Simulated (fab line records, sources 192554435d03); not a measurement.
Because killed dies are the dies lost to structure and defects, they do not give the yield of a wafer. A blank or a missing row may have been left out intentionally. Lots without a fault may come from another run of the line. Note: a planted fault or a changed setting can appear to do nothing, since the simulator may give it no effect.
Chamber matching / flow n5Finfet / 3 sister chambers for N5_BEOL_M2_PRE_CLEAN_60 on cvdCo-02
The step time 15 s. 3 wafers are shown with their chamber, then 12 later ones without.

== WAFERS PAIRED WITH THEIR CHAMBERS ==
wafer=L088.4; chamber=0; heaterPowerW (W)=113
wafer=L089.1; chamber=1; heaterPowerW (W)=119
wafer=L089.5; chamber=2; heaterPowerW (W)=65

== WAFERS MISSING THEIR CHAMBER ==
wafer=L091.1; heaterPowerW (W)=120
wafer=L091.2; heaterPowerW (W)=67
wafer=L091.3; heaterPowerW (W)=111
wafer=L091.4; heaterPowerW (W)=67
wafer=L091.5; heaterPowerW (W)=113
wafer=L091.6; heaterPowerW (W)=123
wafer=L096.3; heaterPowerW (W)=110
wafer=L096.5; heaterPowerW (W)=113
wafer=L096.6; heaterPowerW (W)=68
wafer=L097.1; heaterPowerW (W)=109
wafer=L097.3; heaterPowerW (W)=68
wafer=L097.5; heaterPowerW (W)=67

== WHICH CHAMBER EACH WENT THROUGH ==
wafer=L091.1; from the rows above=1; in truth=1
wafer=L091.2; from the rows above=2; in truth=2
wafer=L091.3; from the rows above=0; in truth=0
wafer=L091.4; from the rows above=2; in truth=2
wafer=L091.5; from the rows above=0; in truth=0
wafer=L091.6; from the rows above=1; in truth=1
wafer=L096.3; from the rows above=0; in truth=0
wafer=L096.5; from the rows above=0; in truth=0
wafer=L096.6; from the rows above=2; in truth=2
wafer=L097.1; from the rows above=0; in truth=0
wafer=L097.3; from the rows above=2; in truth=2
wafer=L097.5; from the rows above=2; in truth=2
Placed correctly: 12 of 12. From these rows, 0 cannot be placed. Wrongly placed: 0.
How it was worked out, from the rows above alone: a wafer's distance from a chamber is the root of the sum, over the readings, of the square of ((its reading less the chamber's mean) divided by the reading's scatter). The wafer belongs to the nearest chamber; if the next one is less than 2 further off, it can't be placed. Each chamber's mean is taken over the wafers shown for it. The scatter (one wafer shown for each chamber): square how far every hidden wafer sits from the nearest shown wafer, average those squares and take the square root.
